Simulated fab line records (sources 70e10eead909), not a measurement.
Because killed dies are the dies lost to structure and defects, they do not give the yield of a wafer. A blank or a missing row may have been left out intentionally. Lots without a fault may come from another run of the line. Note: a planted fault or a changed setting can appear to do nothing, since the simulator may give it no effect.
fab line records	flow nand-harc
record lots=12	wafers=36	last-day=24
route steps=1159 shown P_M1@296 END@1159
lots untouched by any fault: they come from a run of this same line in which no faults occurred
start-h: hours from the record's first day to the start of the lot's first wafer shown	wait-h: time in hours since the lot's previous step	" unchanged from the row above	L1.1+2: a row that stands for several wafers	- no value, or no start given	* or withheld: withheld	< > ~ a bound
route shown NAME@n: a module of which the file shows steps, and the number in the route of the first	usual: average and standard deviation across the fault-free wafers	same: alike in all rows	chamber/n: place in a boat	sites: readings site by site	_std_site: standard deviation across them	_edge_site: outer sites' mean less inner sites'	radius-mm: for every site, how far away it sits from the centre of the wafer	mask NAME#n: copy n	behind: the tool/chamber that last shaped the wafer	hold: why the lot was held/for how many hours/how that ended	device: the n, p or np transistor that did not switch	end of line: the tests these same wafers got at the end of their route	step lacking rows: just its recipe	killed: at the first sort, the dies lost to defects and structure; wafer yield is something else	map: shows each die of a wafer: x if killed, . if not, _ if none is there
set.NAME: the setting the step ran with; set.NAME@STEP: the setting that earlier step ran with	model.NAME: the simulator's own value behind a step, which no gauge read
route steps across a sampled set of lots; one table per step, one row per wafer
services: when a tool's chamber went out of use (start-h, in hours from the record's first day, below 0 if earlier), for how many hours, and the reason
## steps
# step NHARC_P_M1_OVL_MEAS_10
# recipe pitch-nm=260
# usual overlay-x-nm=0.2/0.84	overlay-y-nm=0.2/0.87
lot.wafer	tool	chamber	start-h	wait-h	overlay-x-nm	overlay-y-nm
L104.1	overlay-02	-	129.84	-	1.5	0.6
L104.3	"	-	"	"	1.0	0.5
L104.6	"	-	"	"	1.3	0.5
L105.2	overlay-02	-	130.82	-	-0.2	1.4
L105.3	"	-	"	"	-0.4	1.7
L105.5	"	-	"	"	-0.7	1.4
L111.3	overlay-01	-	173.57	-	0.7	0.8
L111.4	"	-	"	"	0.7	1.2
L111.6	"	-	"	"	0.7	0.8
L114.1	overlay-01	-	194.68	-	-0.8	-1.6
L114.3	"	-	"	"	-1.2	-1.6
L114.5	"	-	"	"	-0.8	-1.5
L115.1	overlay-01	-	204.65	-	-0.4	1.0
L115.3	"	-	"	"	-0.7	1.5
L115.5	"	-	"	"	-0.2	0.9
L116.2	overlay-01	-	204.96	-	1.3	0.4
L116.3	"	-	"	"	1.1	0.6
L116.5	"	-	"	"	0.5	0.1
L122.2	overlay-02	-	230.08	-	0.5	0.6
L122.3	"	-	"	"	0.4	0.5
L122.6	"	-	"	"	0.5	0.1
L123.1	overlay-02	-	230.75	-	0.9	0.1
L123.3	"	-	"	"	1.0	-0.2
L123.5	"	-	"	"	1.1	-0.1
L120.4	overlay-02	-	231.66	-	0.8	-0.4
L120.5	"	-	"	"	0.9	0.1
L120.6	"	-	"	"	0.8	0.3
L125.1	overlay-02	-	249.13	-	-0.2	0.0
L125.3	"	-	"	"	0.1	-0.5
L125.4	"	-	"	"	0.2	-0.7
L124.2	overlay-01	-	249.83	-	0.7	-0.5
L124.3	"	-	"	"	1.3	-0.3
L124.4	"	-	"	"	0.9	-0.3
L126.2	overlay-02	-	253.99	-	0.8	-0.4
L126.3	"	-	"	"	0.3	-0.6
L126.6	"	-	"	"	0.2	-0.9
# step NHARC_P_M1_DEGAS_29
# recipe temp-c=250	time-s=60
# usual heater-power-w=330/39	susceptor-temp-C=250.01/0.18
# same time-s=60
lot.wafer	tool	chamber	start-h	wait-h	heater-power-w	susceptor-temp-C
L104.1	pvd-sputter-01	-	130.95	-	275	249.98
L104.3	"	-	"	"	302	249.96
L104.6	"	-	"	"	339	250.18
L105.3	pvd-sputter-02	-	131.94	-	311	250.17
L105.2	"	-	"	"	350	249.89
L105.5	"	-	"	"	321	250.05
L111.4	pvd-sputter-02	-	174.75	-	346	250.18
L111.3	"	-	"	"	307	250.23
L111.6	"	-	"	"	348	250.10
L114.3	pvd-sputter-01	-	195.80	-	293	250.01
L114.1	"	-	"	"	309	250.24
L114.5	"	-	"	"	290	250.23
L115.3	pvd-sputter-01	-	205.78	-	297	249.93
L115.1	"	-	"	"	327	250.32
L115.5	"	-	"	"	302	249.84
L116.3	pvd-sputter-01	-	206.09	-	331	249.78
L116.2	"	-	"	"	313	249.58
L116.5	"	-	"	"	293	249.84
L122.2	pvd-sputter-02	-	231.28	-	294	249.78
L122.3	"	-	"	"	312	249.93
L122.6	"	-	"	"	348	250.50
L123.1	pvd-sputter-02	-	231.96	-	300	250.01
L123.3	"	-	"	"	308	249.94
L123.5	"	-	"	"	302	250.14
L120.4	pvd-sputter-03	-	232.84	-	443	250.23
L120.5	"	-	"	"	356	249.74
L120.6	"	-	"	"	440	250.10
L125.1	pvd-sputter-01	-	250.25	-	328	249.83
L125.3	"	-	"	"	308	250.18
L125.4	"	-	"	"	295	249.63
L124.3	pvd-sputter-02	-	250.95	-	315	-
L124.2	"	-	"	"	294	-
L124.4	"	-	"	"	352	-
L126.3	pvd-sputter-02	-	255.17	-	292	250.17
L126.2	"	-	"	"	350	250.03
L126.6	"	-	"	"	294	249.93
# step NHARC_P_M1_CMP_23
# recipe t-overpolish-s=20	target-thk-nm=157.82
# usual edge-zone-pressure-frac=1.000/0.0048	motor-current-A=12.2/1.2	pad-life-wafers=262/140	time-to-endpoint-s=28.4/2.4
lot.wafer	tool	chamber	start-h	wait-h	edge-zone-pressure-frac	motor-current-A	pad-life-wafers	time-to-endpoint-s
L104.3	cmp-04	2	132.03	-	0.998	14.2	114	29.2
L104.1	"	1	"	"	1.004	10.9	117	25.3
L104.6	"	2	"	"	0.996	13.5	-	29.8
L105.2	cmp-01	3	133.07	-	1.005	13.0	307	29.4
L105.3	"	1	"	"	0.992	11.6	309	30.0
L105.5	"	2	"	"	0.999	10.9	-	28.6
L111.3	cmp-04	3	175.86	-	1.005	10.3	343	29.1
L111.4	"	0	"	"	0.997	12.8	344	27.6
L111.6	"	3	"	"	1.005	10.6	-	28.3
L114.3	cmp-04	1	196.91	-	0.999	11.7	426	24.0
L114.1	"	0	"	"	1.004	13.6	429	26.0
L114.5	"	1	"	"	0.995	11.8	-	23.8
L115.3	cmp-01	0	206.88	-	-	-	-	-
L115.1	"	2	"	"	-	-	-	-
L115.5	"	0	"	"	-	-	-	-
L116.2	cmp-01	0	207.52	-	-	-	-	-
L116.3	"	1	"	"	-	-	-	-
L116.5	"	3	"	"	-	-	-	-
L122.3	cmp-04	1	232.49	-	1.003	11.9	114	26.6
L122.2	"	2	"	"	1.001	14.3	115	29.4
L122.6	"	1	"	"	1.004	11.6	-	26.2
L123.3	cmp-04	0	233.06	-	0.996	13.4	121	28.4
L123.1	"	1	"	"	0.999	11.2	122	29.1
L123.5	"	3	"	"	0.996	10.5	-	29.4
L120.4	cmp-04	3	233.91	-	1.005	10.7	132	29.4
L120.5	"	3	"	"	1.003	10.9	-	28.8
L120.6	"	0	"	"	0.996	12.4	-	28.0
L125.1	cmp-02	0	251.36	-	1.000	13.4	133	32.2
L125.3	"	1	"	"	1.001	11.3	134	32.5
L125.4	"	2	"	"	1.002	12.0	135	32.5
L124.3	cmp-01	3	252.05	-	1.001	14.0	421	25.8
L124.2	"	0	"	"	1.003	11.0	422	24.0
L124.4	"	1	"	"	0.998	11.0	423	24.7
L126.2	cmp-04	1	256.26	-	1.004	10.9	264	27.8
L126.3	"	0	"	"	1.004	12.9	267	28.7
L126.6	"	1	"	"	1.003	11.0	-	25.8
# step NHARC_P_M1_THK_MEAS_24
# recipe thk-meas-gauge=xrf
# usual thk-nm=157.7/1.4
lot.wafer	tool	chamber	start-h	wait-h	thk-nm
L104.1	film-metro-02	-	132.35	-	155.3
L104.3	"	-	"	"	157.8
L104.6	"	-	"	"	158.8
L105.2	film-metro-01	-	133.36	-	157.3
L105.3	"	-	"	"	157.9
L105.5	"	-	"	"	157.7
L111.3	film-metro-01	-	176.15	-	158.1
L111.4	"	-	"	"	157.6
L111.6	"	-	"	"	155.8
L114.1	film-metro-01	-	197.23	-	156.6
L114.3	"	-	"	"	157.3
L114.5	"	-	"	"	158.9
L115.1	film-metro-02	-	207.17	0.2	406.5
L115.3	"	-	"	"	404.5
L115.5	"	-	"	"	410.3
L116.2	film-metro-01	-	207.78	0.2	408.8
L116.3	"	-	"	"	405.1
L116.5	"	-	"	"	404.1
L122.2	film-metro-01	-	232.80	-	158.7
L122.3	"	-	"	"	156.1
L122.6	"	-	"	"	158.1
L123.1	film-metro-02	-	233.35	-	158.3
L123.3	"	-	"	"	155.4
L123.5	"	-	"	"	158.9
L120.4	film-metro-01	-	234.23	-	155.2
L120.5	"	-	"	"	156.2
L120.6	"	-	"	"	159.8
L125.1	film-metro-01	-	251.65	-	160.0
L125.3	"	-	"	"	158.7
L125.4	"	-	"	"	160.5
L124.2	film-metro-02	-	252.34	-	157.8
L124.3	"	-	"	"	158.8
L124.4	"	-	"	"	157.0
L126.2	film-metro-01	-	256.57	-	155.9
L126.3	"	-	"	"	160.0
L126.6	"	-	"	"	157.8
# step NHARC_P_M1_DEP_33
# recipe target-thk-a=300	temp-c=370	target-thk-nm=30	pressure-torr=3	flow-sccm=200	rf-w=450	material=SiCN
# usual heater-power-w=620/73	susceptor-temp-C=370.00/0.22
lot.wafer	tool	chamber	start-h	wait-h	heater-power-w	susceptor-temp-C
L104.1	pecvd-04	2	132.79	0.1	512	369.76
L104.3	"	0	"	"	648	370.27
L104.6	"	0	"	"	645	369.96
L105.2	pecvd-04	1	133.68	0.1	706	370.22
L105.3	"	2	"	"	615	370.20
L105.5	"	1	"	"	670	370.15
L111.3	pecvd-04	1	176.51	0.1	583	370.26
L111.4	"	1	"	"	591	370.67
L111.6	"	2	"	"	556	370.17
L114.1	pecvd-03	1	197.65	0.1	677	369.84
L114.3	"	2	"	"	715	369.87
L114.5	"	2	"	"	698	369.42
L115.1	pecvd-02	0	207.48	0.1	702	369.65
L115.3	"	1	"	"	630	369.77
L115.5	"	2	"	"	715	369.90
L116.3	pecvd-03	2	208.09	0.1	770	370.03
L116.2	"	1	"	"	603	370.02
L116.5	"	0	"	"	472	370.05
L122.3	pecvd-02	0	233.11	0.1	655	370.37
L122.2	"	2	"	"	589	370.21
L122.6	"	0	"	"	679	370.03
L123.3	pecvd-02	0	233.66	0.1	728	370.36
L123.1	"	2	"	"	690	370.04
L123.5	"	1	"	"	610	369.77
L120.5	pecvd-02	0	234.66	0.2	638	370.13
L120.4	"	1	"	"	638	370.11
L120.6	"	2	"	"	608	370.00
L125.3	pecvd-03	0	252.04	0.1	499	370.06
L125.1	"	1	"	"	616	369.83
L125.4	"	0	"	"	496	369.93
L124.3	pecvd-02	2	252.66	0.1	613	369.72
L124.2	"	0	"	"	609	370.03
L124.4	"	1	"	"	634	369.62
L126.3	pecvd-02	2	256.88	0.1	710	370.11
L126.2	"	1	"	"	641	370.34
L126.6	"	0	"	"	710	369.73
# step NHARC_END_SORT_01
# recipe temp-c=25
# usual defect-limited-yield=95.1/1.6	killed-at-array=29/11	killed-at-other=0.6/0.92	killed-at-periphery=3.2/2	killed-dies=33/11	killed-open=3.2/2	killed-short=1.9/1.5	sort_bin_2_pct=1.6/0.67	sort_bin_3_pct=0.26/0.22	sort_bin_4_pct=3.1/1.1	sort-n-pass=644/11	sort-rim-yield-pct=96.3/2.5	sort-yield-pct=95.1/1.6
# same gross-dies=677	sort_bin_5_pct[%]=0	sort_bin_6_pct[%]=0	sort_bin_7_pct[%]=0	sort_bin_8_pct[%]=0	sort-rim-n-gross=106.00
lot.wafer	tool	chamber	start-h	wait-h	defect-limited-yield[%]	killed-at-array	killed-at-other	killed-at-periphery	killed-dies	killed-open	killed-short	sort_bin_2_pct[%]	sort_bin_3_pct[%]	sort_bin_4_pct[%]	sort-n-pass	sort-rim-yield-pct[%]	sort-yield-pct[%]
L111.3	prober-01	0	494.48	3.1	92.3	46	1	5	52	4	4	2.8	0.44	4.4	625	94.3	92.3
L111.4	prober-01	0	495.29	3.4	90.5	58	2	4	64	10	3	2.8	0.30	6.4	613	98.1	90.5
L111.6	prober-01	0	496.91	4.1	93.2	43	0	3	46	5	1	2.2	0.44	4.1	631	99.1	93.2
L114.1	prober-01	0	500.70	2.5	95.1	28	2	3	33	3	0	1.2	0	3.7	644	98.1	95.1
L114.3	prober-01	0	502.30	3.1	95.1	27	0	6	33	5	3	1.9	0.30	2.7	644	94.3	95.1
L114.5	prober-01	0	503.89	3.7	93.8	36	0	6	42	5	1	1.2	0.30	4.7	635	97.2	93.8
L115.1	prober-02	0	510.80	2.5	0	26	0	651	677	6	1	96.8	0.15	3.1	0	0	0
L115.3	prober-02	0	512.39	3.1	0	25	0	652	677	1	3	96.9	0.15	3.0	0	0	0
L115.5	prober-02	0	513.99	3.7	0	28	0	649	677	1	1	96.6	0.44	3.0	0	0	0
L116.2	prober-01	0	511.62	2.8	0	45	0	632	677	4	1	95.1	0.30	4.6	0	0	0
L116.3	prober-01	0	512.40	3.1	0	45	0	632	677	2	3	95.9	0.30	3.8	0	0	0
L116.5	prober-01	0	513.97	3.6	0	35	0	642	677	7	1	96.0	0.30	3.7	0	0	0
L120.4	prober-01	0	548.43	3.4	93.8	39	0	3	42	4	5	1.3	0.15	4.7	635	96.2	93.8
L120.5	prober-01	0	549.24	3.7	94.5	34	0	3	37	7	1	1.0	0.15	4.3	640	98.1	94.5
L120.6	prober-01	0	550.04	4.0	94.4	35	0	3	38	1	3	1.5	0.30	3.8	639	97.2	94.4
# killed by level:class
L111.3 A_CHANNEL_HOLE_D1:chamber-film-flake=23 A_SLIT:chamber-film-flake=11 A_CONTACT:chamber-film-flake=3 A_CONTACT:geometric-particle:open=2 P_STI:chamber-film-flake=2 A_ZERO_WELL:chamber-film-flake=2 P_CONTACT:geometric-particle:short=1 A_ONON_D1:geometric-particle:short=1
L111.4 A_CHANNEL_HOLE_D1:chamber-film-flake=25 A_SLIT:chamber-film-flake=15 A_CHANNEL_FILL_D1:chamber-film-flake=4 A_CONTACT:geometric-particle:open=3 A_BLC:geometric-particle:open=2 A_STAIRCASE:chamber-film-flake=2 A_CONTACT:chamber-film-flake=2 THIN_TSV:chamber-film-flake=2
L111.6 A_CHANNEL_HOLE_D1:chamber-film-flake=20 A_SLIT:chamber-film-flake=13 A_CONTACT:chamber-film-flake=3 P_CONTACT:geometric-particle:open=1 A_ONON_D1:geometric-particle:open=1 A_SGD_CUT:geometric-particle:open=1 A_WL_FILL:geometric-particle:short=1 A_WL_FILL:geometric-particle:open=1
L114.1 A_SLIT:chamber-film-flake=11 A_STAIRCASE:chamber-film-flake=7 A_CHANNEL_HOLE_D1:chamber-film-flake=5 A_CONTACT:chamber-film-flake=2 THIN_TSV:chamber-film-flake=2 P_M0:geometric-particle:open=1 A_ONON_D1:geometric-particle:open=1 A_CONTACT:geometric-particle:open=1
L114.3 A_SLIT:chamber-film-flake=11 A_CHANNEL_HOLE_D1:chamber-film-flake=3 A_WL_FILL:chamber-film-flake=3 P_M0:geometric-particle:open=2 P_M0:chamber-film-flake=2 A_STAIRCASE:chamber-film-flake=2 A_CONTACT:chamber-film-flake=2 P_CONTACT:geometric-particle:short=1
L114.5 A_SLIT:chamber-film-flake=18 A_CHANNEL_HOLE_D1:chamber-film-flake=5 A_STAIRCASE:chamber-film-flake=4 A_CONTACT:chamber-film-flake=4 P_M0:chamber-film-flake=2 P_STI:geometric-particle:open=1 P_M0:geometric-particle:open=1 A_ONON_D1:geometric-particle:open=1
L115.1 P_M1:area-cmp=646 A_SLIT:chamber-film-flake=9 A_CONTACT:chamber-film-flake=6 A_CHANNEL_HOLE_D1:chamber-film-flake=5 A_CONTACT:geometric-particle:open=2 A_WL_FILL:chamber-film-flake=2 P_STI:geometric-particle:open=1 P_STI:geometric-particle:short=1
L116.2 P_M1:area-cmp=626 A_CHANNEL_HOLE_D1:chamber-film-flake=22 A_SLIT:chamber-film-flake=9 A_CONTACT:chamber-film-flake=8 P_ZERO_WELL:chamber-film-flake=4 A_CHANNEL_FILL_D1:geometric-particle:open=2 P_STI:geometric-particle:open=1 A_CHANNEL_HOLE_D1:geometric-particle:short=1
L115.3 P_M1:area-cmp=650 A_SLIT:chamber-film-flake=9 A_CHANNEL_HOLE_D1:chamber-film-flake=4 A_CONTACT:chamber-film-flake=4 A_STAIRCASE:chamber-film-flake=3 A_WL_FILL:geometric-particle:short=2 A_CHANNEL_FILL_D1:geometric-particle:open=1 A_CHANNEL_FILL_D1:geometric-particle:short=1
L116.3 P_M1:area-cmp=630 A_SLIT:chamber-film-flake=17 A_CHANNEL_HOLE_D1:chamber-film-flake=15 A_STAIRCASE:chamber-film-flake=3 A_CONTACT:chamber-film-flake=3 A_ONON_D1:geometric-particle:short=1 A_CHANNEL_HOLE_D1:geometric-particle:short=1 A_CHANNEL_FILL_D1:geometric-particle:open=1
L116.5 P_M1:area-cmp=641 A_CHANNEL_HOLE_D1:chamber-film-flake=16 A_SLIT:chamber-film-flake=11 A_CONTACT:geometric-particle:open=3 P_M0:geometric-particle:open=1 A_ONON_D1:geometric-particle:open=1 A_CHANNEL_HOLE_D1:geometric-particle:open=1 A_CHANNEL_FILL_D1:geometric-particle:open=1
L115.5 P_M1:area-cmp=645 A_SLIT:chamber-film-flake=11 A_CONTACT:chamber-film-flake=6 A_CHANNEL_HOLE_D1:chamber-film-flake=5 A_STAIRCASE:chamber-film-flake=4 P_ZERO_WELL:chamber-film-flake=2 P_M0:geometric-particle:short=1 A_CHANNEL_FILL_D1:geometric-particle:open=1
L120.4 A_SLIT:chamber-film-flake=11 A_STAIRCASE:chamber-film-flake=7 A_CHANNEL_HOLE_D1:chamber-film-flake=5 A_CONTACT:chamber-film-flake=4 A_WL_FILL:chamber-film-flake=3 A_WL_FILL:geometric-particle:short=2 P_CONTACT:geometric-particle:open=1 A_SOURCE_PLATE:geometric-particle:short=1
L120.5 A_SLIT:chamber-film-flake=17 A_CHANNEL_HOLE_D1:chamber-film-flake=5 A_STAIRCASE:chamber-film-flake=3 A_CONTACT:chamber-film-flake=3 A_SOURCE_PLATE:geometric-particle:open=2 P_CONTACT:geometric-particle:open=1 P_M1:geometric-particle:open=1 A_SOURCE_PLATE:geometric-particle:short=1
L120.6 A_SLIT:chamber-film-flake=12 A_CONTACT:chamber-film-flake=7 A_CHANNEL_HOLE_D1:chamber-film-flake=4 A_STAIRCASE:chamber-film-flake=4 A_WL_FILL:chamber-film-flake=2 A_M1:chamber-film-flake=2 A_ONON_D1:geometric-particle:short=1 A_WL_FILL:geometric-particle:short=1
## services
tool	chamber	start-h	hours	kind
pecvd-03	-	111.36	13.0	pm
cmp-02	-	120.78	0.9	repair
pvd-sputter-03	-	122.19	4.2	repair
cmp-02	-	128.62	4.0	pm
cmp-04	-	138.91	1.7	repair
cmp-04	-	145.19	0.2	repair
pvd-sputter-01	-	147.89	1.3	repair
pecvd-02	-	153.32	13.0	pm
pvd-sputter-01	-	158.00	10.0	pm
pvd-sputter-01	-	169.28	0.5	repair
pecvd-03	0	171.37	27.8	repair
pecvd-03	-	177.00	0.7	repair
cmp-01	-	179.53	4.0	pm
cmp-02	-	180.92	0.7	repair
pecvd-04	-	195.48	13.0	pm
cmp-01	-	200.08	2.4	repair
cmp-04	-	203.00	4.0	pm
pecvd-02	-	206.71	0.5	repair
pvd-sputter-02	-	214.05	10.0	pm
cmp-01	-	218.23	1.0	repair
cmp-04	-	222.47	5.2	repair
cmp-01	-	222.95	3.0	repair
pvd-sputter-01	-	234.33	4.0	repair
cmp-01	-	247.27	1.2	repair
## key
first-sign step=NHARC_P_M1_CMP_23	reading=tool-record	direction=missing
effect step=NHARC_P_M1_THK_MEAS_24	reading=thk-nm	direction=up	sigmas=99+	usual=157.7	struck=406.5
effect step=NHARC_END_SORT_01	reading=killed-at-periphery	direction=up	sigmas=99+	usual=3.2	struck=643
more-kills-born-at NHARC_P_M1_CMP_23@cmp-01=3838
met-at NHARC_P_M1_CMP_23
struck-lots L115,L116
later-rows-left-out L115.1,L115.3,L115.5,L116.2,L116.3,L116.5
not-acting-at NHARC_P_M1_OVL_MEAS_10,NHARC_P_M1_DEGAS_29,NHARC_P_M1_DEP_33
onset-between 133.07 206.88
fault kind=skipped-step-whole	tool=cmp-01	chamber=-	onset-h=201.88	steps=NHARC_P_M1_CMP_23	scope=struck-lots-only
# later-rows-left-out: the simulator's readings of these wafers behind a module that went badly wrong aren't trusted and aren't shown, but for the sort
